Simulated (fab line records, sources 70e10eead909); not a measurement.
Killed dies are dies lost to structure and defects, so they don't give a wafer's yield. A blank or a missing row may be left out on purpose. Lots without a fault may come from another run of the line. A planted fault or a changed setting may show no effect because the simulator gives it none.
Which tool did it? | flow nand_harc | 12 lots, 36 wafers sampled, at 6 steps of a route of 1159

WHAT THE GAUGES READ, wafer by wafer
NHARC_P_GATE_CD_MEAS_59: target cd 720 nm.
lot  | measured     | on        | cd_nm (nm)
L734 | day 5 10:20  | cd_sem-03 | 716.6 716.7 715.8
L733 | day 5 10:34  | cd_sem-03 | 717.1 717.8 717.0
L738 | day 6 07:35  | cd_sem-02 | 719.6 719.6 718.3
L740 | day 7 07:52  | cd_sem-01 | 717.6 718.5 719.5
L741 | day 7 12:54  | cd_sem-03 | - - -
L745 | day 8 16:59  | cd_sem-01 | 719.6 719.5 719.6
L751 | day 9 21:56  | cd_sem-02 | 720.2 716.6 718.5
L753 | day 9 22:48  | cd_sem-02 | 717.8 718.4 717.6
L752 | day 9 23:35  | cd_sem-03 | 718.9 717.6 716.2
L754 | day 10 14:04 | cd_sem-03 | 718.6 720.7 717.7
L755 | day 10 14:28 | cd_sem-01 | 716.6 717.8 716.6
L756 | day 11 04:52 | cd_sem-03 | 718.7 721.5 721.3

NHARC_END_SORT_01.
lot  | measured     | on        | killed_at_array | killed_at_other | killed_at_periphery | killed_dies | killed_open | killed_short
L734 | day 20 02:46 | prober-02 | 22 30 22        | 2 1 1           | 0 5 4               | 24 36 27    | 2 3 2       | 4 0 2
L733 | day 20 02:56 | prober-01 | 14 14 15        | 1 0 0           | 5 6 4               | 20 20 19    | 1 2 4       | 0 3 1
L738 | day 20 09:07 | prober-01 | 10 17 15        | 1 0 1           | 5 11 4              | 16 28 20    | 2 3 3       | 1 1 4
L740 | day 21 21:16 | prober-01 | 35 35 35        | 0 0 0           | 2 7 9               | 37 42 44    | 1 5 7       | 1 2 0
L741 | day 21 12:47 | prober-01 | 12 14 17        | 1 0 1           | 664 663 659         | 677 677 677 | 1 1 3       | 2 5 1
L745 | day 22 05:33 | prober-01 | 21 12 12        | 3 1 4           | 2 2 4               | 26 15 20    | 3 3 6       | 2 1 2
L751 | day 24 14:00 | prober-01 | 30 27 29        | 0 0 0           | 1 1 0               | 31 28 29    | 4 1 1       | 2 4 1
L753 | day 24 11:37 | prober-02 | 35 28 31        | 1 0 0           | 3 5 1               | 39 33 32    | 1 4 2       | 2 1 1
L752 | day 24 20:59 | prober-02 | 35 28 37        | 0 0 1           | 4 0 2               | 39 28 40    | 4 1 1       | 2 0 4
L754 | day 25 00:27 | prober-01 | 33 47 39        | 0 0 1           | 4 2 7               | 37 49 47    | 3 2 3       | 2 1 2
L755 | day 25 03:55 | prober-02 | 30 30 35        | 0 1 1           | 6 6 4               | 36 37 40    | 3 5 3       | 2 1 0
L756 | day 25 17:16 | prober-02 | 36 20 29        | 1 4 2           | 8 10 8              | 45 34 39    | 3 3 3       | 3 1 2

WHICH TOOL RAN EACH LOT (tool, then ch and the chambers of the sampled wafers, then the start)
lot  | NHARC_P_GATE_HM_OPEN_105                      | NHARC_P_GATE_STRIP_75                | NHARC_P_GATE_EXPOSE_56            | NHARC_P_GATE_DESCUM_93
L734 | rie_diel-13 ch 1,2,3, day 5 09:26 or earlier  | plasma_asher-02 ch 0,1, day 5 09:26  | krf_scanner-02 ch 0, day 5 10:10  | rie_diel-03 ch 0,1,2, day 5 12:53
L733 | rie_diel-01 ch 0,1,3, day 5 09:47 or earlier  | plasma_asher-02 ch 0,1, day 5 09:47  | krf_scanner-02 ch 0, day 5 10:25  | rie_diel-01 ch 0,2,3, day 5 13:28
L738 | rie_diel-13 ch 0,1,3, day 6 06:39 or earlier  | plasma_asher-01 ch 0,1, day 6 06:39  | krf_scanner-02 ch 0, day 6 07:25  | rie_diel-13 ch 2,3, day 6 09:23
L740 | rie_diel-01 ch 0,3, day 7 06:56 or earlier    | plasma_asher-01 ch 0,1, day 7 06:56  | krf_scanner-02 ch 0, day 7 07:43  | rie_diel-03 ch 0,1, day 7 09:52
L741 | rie_diel-01 ch 0,2,3, day 7 12:06 or earlier  | plasma_asher-01 ch 1, day 7 12:06    | krf_scanner-02 ch 0, day 7 12:44  | rie_diel-03 ch 0,3, day 7 14:47
L745 | rie_diel-03 ch 0,1,2, day 8 16:03 or earlier  | plasma_asher-01 ch 0,1, day 8 16:03  | krf_scanner-02 ch 0, day 8 16:49  | rie_diel-01 ch 2,3, day 8 19:42
L751 | rie_diel-01 ch 1,2,3, day 9 21:02 or earlier  | plasma_asher-02 ch 0,1, day 9 21:02  | krf_scanner-01 ch 0, day 9 21:47  | rie_diel-01 ch 0,1, day 9 23:49
L753 | rie_diel-03 ch 1,2,3, day 9 21:53 or earlier  | plasma_asher-02 ch 0,1, day 9 21:53  | krf_scanner-02 ch 0, day 9 22:39  | rie_diel-13 ch 0,1,2, day 10 00:37
L752 | rie_diel-03 ch 1,2, day 9 22:41 or earlier    | plasma_asher-02 ch 0,1, day 9 22:41  | krf_scanner-04 ch 0, day 9 23:26  | rie_diel-13 ch 0,1,3, day 10 01:27
L754 | rie_diel-13 ch 1,2, day 10 13:08 or earlier   | plasma_asher-02 ch 1, day 10 13:08   | krf_scanner-01 ch 0, day 10 13:54 | rie_diel-13 ch 0,2,3, day 10 15:55
L755 | rie_diel-13 ch 0,1,3, day 10 13:32 or earlier | plasma_asher-01 ch 0,1, day 10 13:32 | krf_scanner-02 ch 0, day 10 14:19 | rie_diel-01 ch 0,1,2, day 10 16:22
L756 | rie_diel-03 ch 0,3, day 11 03:58 or earlier   | plasma_asher-01 ch 0,1, day 11 03:58 | krf_scanner-04 ch 0, day 11 04:43 | rie_diel-01 ch 0,1, day 11 06:45
- NHARC_P_GATE_HM_OPEN_105: chemistry O2/COS, target depth 360 nm.
- NHARC_P_GATE_STRIP_75: strips in O2.
- NHARC_P_GATE_EXPOSE_56: exposes mask P PSD, target cd 720 nm.
- NHARC_P_GATE_DESCUM_93: chemistry O2, time 3 s.

WHAT THE TOOLS THEMSELVES READ (means of the sampled wafers that have a number; where no wafer has one, the mark that the record gives instead)
NHARC_P_GATE_HM_OPEN_105.
lot  | tool        | drypump_motor_current_A (A) | oes_product_au (a.u.) | rf_vpp_V (V) | showerhead_plenum_p_Torr (Torr) | throttle_valve_pct (%)
L734 | rie_diel-13 | 5.5                         | 0.989                 | 466          | 3.04                            | 28.330
L733 | rie_diel-01 | 5.4                         | 1.002                 | 465          | 3.04                            | 28.340
L738 | rie_diel-13 | 5.6                         | 0.998                 | 466          | 3.07                            | 28.337
L740 | rie_diel-01 | 5.3                         | 0.996                 | 468          | 3.16                            | 28.331
L741 | rie_diel-01 | 5.8                         | 0.989                 | 468          | 3.17                            | 28.330
L745 | rie_diel-03 | 5.6                         | 1.019                 | 467          | 3.16                            | 28.332
L751 | rie_diel-01 | 5.5                         | 0.989                 | 471          | 3.31                            | 28.338
L753 | rie_diel-03 | 5.6                         | 1.020                 | 466          | 3.12                            | 28.331
L752 | rie_diel-03 | 5.6                         | 1.018                 | 467          | 3.10                            | 28.338
L754 | rie_diel-13 | 5.8                         | 0.998                 | 465          | 3.03                            | 28.334
L755 | rie_diel-13 | 5.6                         | 1.008                 | 466          | 3.06                            | 28.326
L756 | rie_diel-03 | 5.6                         | 1.001                 | 467          | 3.13                            | 28.327

NHARC_P_GATE_STRIP_75.
lot  | tool            | drypump_motor_current_A (A) | heater_power_w (W)
L734 | plasma_asher-02 | 5.79                        | 350
L733 | plasma_asher-02 | 5.56                        | 371
L738 | plasma_asher-01 | 5.48                        | 334
L740 | plasma_asher-01 | 5.51                        | 331
L741 | plasma_asher-01 | 5.37                        | 299
L745 | plasma_asher-01 | 5.49                        | 333
L751 | plasma_asher-02 | 5.56                        | 362
L753 | plasma_asher-02 | 5.57                        | 365
L752 | plasma_asher-02 | 5.58                        | 358
L754 | plasma_asher-02 | 5.99                        | 309
L755 | plasma_asher-01 | 5.60                        | 363
L756 | plasma_asher-01 | 5.62                        | 368

NHARC_P_GATE_DESCUM_93.
lot  | tool        | drypump_motor_current_A (A) | oes_product_au (a.u.) | rf_vpp_V (V) | showerhead_plenum_p_Torr (Torr) | throttle_valve_pct (%)
L734 | rie_diel-03 | 5.6                         | 1.011                 | 57.9         | 1.95                            | 11.309
L733 | rie_diel-01 | 5.7                         | 1.004                 | 57.3         | 1.95                            | 11.306
L738 | rie_diel-13 | 5.5                         | 0.994                 | 58.1         | 1.78                            | 11.326
L740 | rie_diel-03 | 5.7                         | 1.006                 | 58.1         | 1.94                            | 11.322
L741 | rie_diel-03 | 5.6                         | 1.004                 | 57.8         | 1.93                            | 11.311
L745 | rie_diel-01 | 5.8                         | 0.988                 | 58.5         | 2.03                            | 11.316
L751 | rie_diel-01 | 5.6                         | 0.991                 | 57.5         | 1.87                            | 11.307
L753 | rie_diel-13 | 5.9                         | 1.005                 | 57.3         | 1.88                            | 11.314
L752 | rie_diel-13 | 5.6                         | 1.007                 | 57.9         | 1.87                            | 11.301
L754 | rie_diel-13 | 5.6                         | 0.998                 | 58.4         | 1.80                            | 11.309
L755 | rie_diel-01 | 5.8                         | 0.993                 | 57.3         | 1.96                            | 11.308
L756 | rie_diel-01 | 5.7                         | 0.992                 | 57.5         | 1.87                            | 11.313

THE ANSWER, worked out from the rows above alone
Rule: what is usual is taken from the lots themselves. Put in order of their means at a reading, lots are off if they are a third of the lots or fewer, leave a main group of 4 or more, and stand apart from it by a gap of 3 or more times the standard deviation of the main group's means; of several such gaps the widest counts. A main group whose means are all the same, to the digits that the tables above print for the reading, isn't used. A lot without any number at a reading at which 4 lots or more have one is off too. The other lots that the step has rows for count as sound. The gauges are gone through in route order, then the tools' own readings, and for those a lot's mean is taken as printed above. The first step at which some lot is off is used, and at that step the reading that is off furthest; a lot without a number counts as furthest.
Off: L741, at NHARC_P_GATE_CD_MEAS_59 (cd_nm). Without a number there: L741. The main group: mean 718.3 nm, standard deviation 1.2.
A tool fits if, at a process step before that reading, it ran every lot that is off, and no sound lot after the first of them. The gauges at NHARC_P_GATE_CD_MEAS_59 aren't tried: what is off there is off at NHARC_END_SORT_01 too, on other tools, and a gauge's error can't cause that. NHARC_P_GATE_HM_OPEN_105 gives no start for some lots, so the hours and the order of its lots are those of NHARC_P_GATE_STRIP_75. None of those tried fits.

WHAT THE SIMULATOR HAD PUT IN
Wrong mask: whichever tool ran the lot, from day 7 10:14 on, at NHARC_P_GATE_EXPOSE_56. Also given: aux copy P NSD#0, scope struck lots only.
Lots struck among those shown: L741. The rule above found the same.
